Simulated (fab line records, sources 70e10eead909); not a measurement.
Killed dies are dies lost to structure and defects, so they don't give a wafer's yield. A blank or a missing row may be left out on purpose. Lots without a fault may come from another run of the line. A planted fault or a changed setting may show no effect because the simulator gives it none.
Which tool did it? | flow nand_harc | 6 lots, 18 wafers sampled, at 3 steps of a route of 1159

WHAT THE GAUGES READ, wafer by wafer
NHARC_A_ONON_D1_THK_MEAS_14: measures by ellipsometry.
lot  | measured     | on            | thk_nm (nm)
L285 | day 7 22:28  | film_metro-01 | 991 991 991
L287 | day 8 12:44  | film_metro-02 | 1012 1010 1009
L289 | day 8 12:44  | film_metro-01 | 1004 1004 1004
L299 | day 11 14:55 | film_metro-02 | 676 676 677
L302 | day 12 04:27 | film_metro-01 | 997 999 999
L305 | day 12 21:48 | film_metro-01 | 1012 1013 1012

WHICH TOOL RAN EACH LOT (tool, then ch and the chambers of the sampled wafers, then the start)
lot  | NHARC_P_BONDPAD_ANNEAL_28        | NHARC_A_ONON_D1_DEP_12
L285 | rtp_anneal-01 ch 0, day 6 19:24  | pecvd_onon-02 ch 0, day 7 22:01
L287 | rtp_anneal-01 ch 0, day 7 09:43  | pecvd_onon-04 ch 0, day 8 12:17
L289 | rtp_anneal-01 ch 0, day 7 10:46  | pecvd_onon-02 ch 0, day 8 12:16
L299 | rtp_anneal-02 ch 0, day 10 11:52 | pecvd_onon-03 ch 0, day 11 14:28
L302 | rtp_anneal-02 ch 0, day 11 01:51 | pecvd_onon-02 ch 0, day 12 03:56
L305 | rtp_anneal-01 ch 0, day 11 18:35 | pecvd_onon-04 ch 0, day 12 21:21
- NHARC_P_BONDPAD_ANNEAL_28: time 90 s.
- NHARC_A_ONON_D1_DEP_12: target thk 1000 nm.

THE ANSWER, worked out from the rows above alone
Rule: what is usual is taken from the lots themselves. Put in order of their means at a reading, lots are off if they are a third of the lots or fewer, leave a main group of 4 or more, and stand apart from it by a gap of 3 or more times the standard deviation of the main group's means; of several such gaps the widest counts. A main group whose means are all the same, to the digits that the tables above print for the reading, isn't used. A lot without any number at a reading at which 4 lots or more have one is off too. The other lots that the step has rows for count as sound.
Off: L299, at NHARC_A_ONON_D1_THK_MEAS_14 (thk_nm). The main group: mean 1003 nm, standard deviation 7.8.
A tool fits if, at a process step before that reading, it ran every lot that is off, and no sound lot after the first of them. The gauges at NHARC_A_ONON_D1_THK_MEAS_14 are tried like those tools. Can't be told from this: 2 tools fit, pecvd_onon-03 at NHARC_A_ONON_D1_DEP_12, film_metro-02 at NHARC_A_ONON_D1_THK_MEAS_14.

WHAT THE SIMULATOR HAD PUT IN
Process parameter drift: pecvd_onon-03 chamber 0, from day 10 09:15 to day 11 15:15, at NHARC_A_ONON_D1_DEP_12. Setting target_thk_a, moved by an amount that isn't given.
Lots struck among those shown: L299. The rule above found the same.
